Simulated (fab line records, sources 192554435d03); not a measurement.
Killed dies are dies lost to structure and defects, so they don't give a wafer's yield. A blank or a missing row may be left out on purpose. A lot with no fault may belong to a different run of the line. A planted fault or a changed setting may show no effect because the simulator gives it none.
A struck lot beside a sound one / flow n5-finfet / 20 steps out of a route of 1938
Sound: wafers L819.1, L819.2, L819.4. Wafers struck: L812.3, L812.5, L812.6. The cause is named last.
Per side, at each step with rows, come the tool, then ch with its chambers, and then its first start. Under that, the readings that differ: sound wafers / struck wafers / difference of the means / sigmas: that difference in standard deviations of wafers without a fault.
alike: a reading whose means differ by less than 2 such deviations, as well as words and numbers matching on both sides. not compared: withheld readings; readings where some wafer has no value; bounds like >300 that might hide an equal value; numbers whose values overlap and for which the record gives no deviation.
A row with sigmas, a row that says differs or no value, or rows on one side alone: a step with any of these is where the two part. Numbers that have no deviation but don't overlap get no sigmas and don't part them. A reading that every wafer of one side lacks parts them only if that side has two wafers or more.

first, 8 steps without rows for these wafers: N5_BEOL_M11_DESCUM_16 (chemistry O2, time 7.9 s); N5_BEOL_M11_ETCH_61 (etches SiARC in CF4, target depth 39 nm, time 65 s); N5_BEOL_M11_ETCH_62 (etches SOC in N2/H2, target depth 110 nm, overetch 22 nm, time 165 s); N5_BEOL_M11_STRIP_68 (strips in N2/H2); N5_BEOL_M11_STRIP_67 (strips in CF4); N5_BEOL_M11_HM_OPEN_17 (chemistry Cl2/BCl3, target TiN, target depth 20 nm, overetch 6 nm); N5_BEOL_M11_STRIP_19 (strips in O2); N5_BEOL_M11_COAT_63 (time 60 s, resist thk 100 nm).
N5_BEOL_M11_COAT_64: time 60 s, resist thk 30 nm.
  sound on litho-track-03 ch 0, day 16 10:23; struck on litho-track-04 ch 0, day 15 03:34
reading=spin-speed-rpm (rpm); sound=1500.0 1499.0 1499.4; struck=1644.3 1647.1 1645.7; difference=+146.2; sigmas=+99 or more
reading=model.SiARC_of_BEOL_M11_COAT_64.thk-nm (nm); sound=30 30.2 30.2; struck=28.6 28.6 28.6; difference=-1.5; sigmas=
  alike: dispense-pressure-kPa, plate-temp-C
then, 7 steps without rows for these wafers: N5_BEOL_M11_COAT_22 (resist thk 90 nm); N5_BEOL_M11_EBR_24; N5_BEOL_M11_SOFTBAKE_23 (time 60 s); N5_BEOL_M11_EXPOSE_25 (exposes mask V10); N5_BEOL_M11_PEB_26 (peb time 60 s); N5_BEOL_M11_DEVELOP_27 (develop time 30 s); N5_BEOL_M11_DESCUM_33 (chemistry O2, time 7.9 s).
N5_BEOL_M11_ETCH_65: etches SiARC in CF4, target depth 39 nm, time 65 s.
  sound on rie-diel-01 ch 1,2, day 16 10:53; struck on rie-diel-06 ch 0,3, day 15 04:07
reading=model.etch.depth-nm (nm); sound=30.09 30.11 30.1; struck=28.58 28.59 28.6; difference=-1.51; sigmas=
reading=model.CAR-ArF_of_BEOL_M11_COAT_22.thk-nm (nm); sound=55.6 55.8 55.4; struck=56.8 57.2 57.2; difference=+1.5; sigmas=
  alike: drypump-motor-current-A, etch-rf-on-time-s, oes-product-au, rf-vpp-V, showerhead-plenum-p-Torr, throttle-valve-pct
  not compared: rf-hours-counter-h
N5_BEOL_M11_ETCH_66: etches SOC in N2/H2, target depth 120 nm, overetch 24 nm, time 180 s.
  sound on rie-diel-01 ch 1,2, day 16 10:56; struck on rie-diel-06 ch 0,3, day 15 04:10
reading=model.SiARC_of_BEOL_M11_COAT_64.thk-nm (nm); sound=22.8 22.4 22.4; struck=21.6 21.4 21.6; difference=-1.0; sigmas=
  alike: drypump-motor-current-A, oes-product-au, rf-vpp-V, showerhead-plenum-p-Torr, throttle-valve-pct
  not compared: rf-hours-counter-h
then, 2 steps without rows for these wafers: N5_BEOL_M11_STRIP_69 (strips in N2/H2); N5_PASSIVATION_PROBE_49.

## WHERE THEY PART
Only at N5_BEOL_M11_COAT_64, as far as this record shows. Later steps at which nothing parts them and some readings are alike: N5_BEOL_M11_ETCH_65, N5_BEOL_M11_ETCH_66.

WHY: what had been put in by the simulator
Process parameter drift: litho-track-04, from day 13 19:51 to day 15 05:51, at N5_BEOL_M11_COAT_64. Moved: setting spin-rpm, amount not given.
